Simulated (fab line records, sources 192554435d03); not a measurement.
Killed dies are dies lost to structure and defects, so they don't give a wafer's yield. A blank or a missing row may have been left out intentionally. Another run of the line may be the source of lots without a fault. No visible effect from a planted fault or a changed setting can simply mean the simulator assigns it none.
Matching of chambers	flow n5 finfet	N5_BEOL_M8_CVD_78 on cvd co-01: 3 sister chambers
The step deposits Co from CCTBA/H2, target thk 2 nm, time 142.3 s. 14 wafers are shown with their chamber, then 7 later ones without.

== WAFERS, EACH WITH ITS CHAMBER ==
wafer	chamber	run length s (s)
L191.2	0	165.8
L191.3	1	165.1
L191.5	0	164.9
L189.2	2	164.6
L189.3	1	165.1
L189.5	0	165.2
L193.1	0	166.1
L193.3	2	164.4
L193.4	2	164.3
L192.3	1	165.1
L192.4	2	164.6
L192.6	0	165.2
L190.3	0	165.8
L190.4	2	165.1

SIGNATURES (means of the wafers above)
reading	chamber 0	chamber 1	chamber 2	scatter within a chamber
run length s	165.500	165.100	164.600	0.364
Rule: a wafer's distance from a chamber is the root of the sum, over the readings, of the square of ((its reading less the chamber's mean) divided by the reading's scatter). If the next closest chamber is less than 2 further off than the closest, the wafer can't be placed; otherwise it belongs to the closest. The scatter is the square root of a quotient: the sum, over the shown wafers, of each reading's squared deviation from its chamber's mean, divided by wafers minus chambers.

== WAFERS MISSING THEIR CHAMBER ==
wafer	run length s (s)
L190.5	165.6
L204.1	165.3
L204.2	165.1
L204.4	164.6
L205.2	164.4
L205.4	165.3
L205.5	164.5

== CHAMBER TAKEN BY EACH ==
wafer	from the rows above	in truth
L190.5	can't be placed: 0 or 1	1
L204.1	can't be placed: 0 or 1 or 2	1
L204.2	can't be placed: 1 or 0 or 2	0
L204.4	can't be placed: 2 or 1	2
L205.2	can't be placed: 2 or 1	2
L205.4	can't be placed: 0 or 1 or 2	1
L205.5	can't be placed: 2 or 1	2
Correctly placed: 0 of 7. Cannot be placed on the basis of these rows: 7; the candidates contain the true chamber in 7. Wrongly placed: 0.
